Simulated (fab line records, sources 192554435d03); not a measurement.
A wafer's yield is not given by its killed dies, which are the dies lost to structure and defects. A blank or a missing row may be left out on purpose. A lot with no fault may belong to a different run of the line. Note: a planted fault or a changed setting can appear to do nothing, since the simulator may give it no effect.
Split-lot experiment	flow n5-finfet	21 wafers read from 7 lots, route of 1938 steps

## THE SPLIT ITSELF
At N5_DUMMY_GATE_COAT_35 (time 60 s, resist thk 10 nm), the setting spin-rpm was moved away from the recipe's 1500 rpm on 4 of the 21 wafers read, by -8.1% to +8.7%. This setting was run at the recipe's value on the other wafers.

The reading is taken at the split's own step.

## THE READING
SiARC_of_DUMMY_GATE_COAT_35.thk-nm (the simulator's own value, which no gauge read), in nm, at N5_DUMMY_GATE_COAT_35 (time 60 s, resist thk 10 nm). There is no usual value for it anywhere in the file. Across the 17 wafers here that went through the recipe, the average is 10.0 nm and the standard deviation 0.064 nm.

wafer	tool, chamber at the split	spin-rpm as run, rpm	against the recipe	SiARC_of_DUMMY_GATE_COAT_35.thk-nm, nm	against lot-mates on the recipe
L074.2	litho-track-03, 0	1500	recipe	10	-
L074.3	litho-track-03, 0	1500	recipe	10	-
L074.5	litho-track-03, 0	1500	recipe	10	-
L076.1	litho-track-01, 0	1500	recipe	10	-
L076.4	litho-track-01, 0	1500	recipe	10	-
L076.6	litho-track-01, 0	1500	recipe	10	-
L077.1	litho-track-05, 0	1500	recipe	10.2	-
L077.3	litho-track-05, 0	1500	recipe	10	-
L077.5	litho-track-05, 0	1630	+8.7%	9.6	-0.5
L082.2	litho-track-03, 0	1500	recipe	10.2	-
L082.3	litho-track-03, 0	1378	-8.1%	10.6	+0.5
L082.6	litho-track-03, 0	1500	recipe	10	-
L086.1	litho-track-05, 0	1500	recipe	10	-
L086.2	litho-track-05, 0	1500	recipe	10	-
L086.5	litho-track-05, 0	1500	recipe	10	-
L091.1	litho-track-03, 0	1500	recipe	10	-
L091.2	litho-track-03, 0	1500	recipe	10	-
L091.6	litho-track-03, 0	1500	recipe	10	-
L097.1	litho-track-03, 0	1630	+8.7%	9.6	-0.4
L097.4	litho-track-03, 0	1630	+8.7%	9.6	-0.4
L097.5	litho-track-03, 0	1500	recipe	10	-

THE FIT
A straight line over all 21 wafers: SiARC_of_DUMMY_GATE_COAT_35.thk-nm changes by -0.0547 nm for each +1% of spin-rpm; r = -0.95; the points scatter about the line by 0.069 nm.
The same after taking each lot's own level away (the mean of its wafers on the recipe; 21 wafers): -0.053 nm for each +1%; r = -0.97; scatter 0.053 nm.
The reading moves by 0.46 nm for the largest change in spin-rpm, on that fit.
From 10.00 to 10.10 nm: that is the span of the lots' own levels, equal to 1.6 times the standard deviation above.
Consequently the slope shifts little with the lot-to-lot level, the two slopes agreeing.
Check: -0.435 nm against its lot-mates is what the line predicts for one of the wafers moved furthest among these (+8.7%) when that wafer is left out of the fit. Against them it came out at -0.5 nm.

## THE OTHER SPLITS THESE WAFERS WENT THROUGH
Note: prior to the reading, these wafers also went through further splits. Each is held against what the fit with the lots' levels taken away leaves over:
other split on the same wafers	wafers away from the commonest value	r with SiARC_of_DUMMY_GATE_COAT_35.thk-nm (lot level and that fit taken away)
N5_FIN_CUT_EXPOSE_05 dose-mj	8	+0.03

## FILE'S OWN FIT
SiARC_of_DUMMY_GATE_COAT_35.thk-nm changes by -0.0548 nm for each +1% of spin-rpm, r = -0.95.
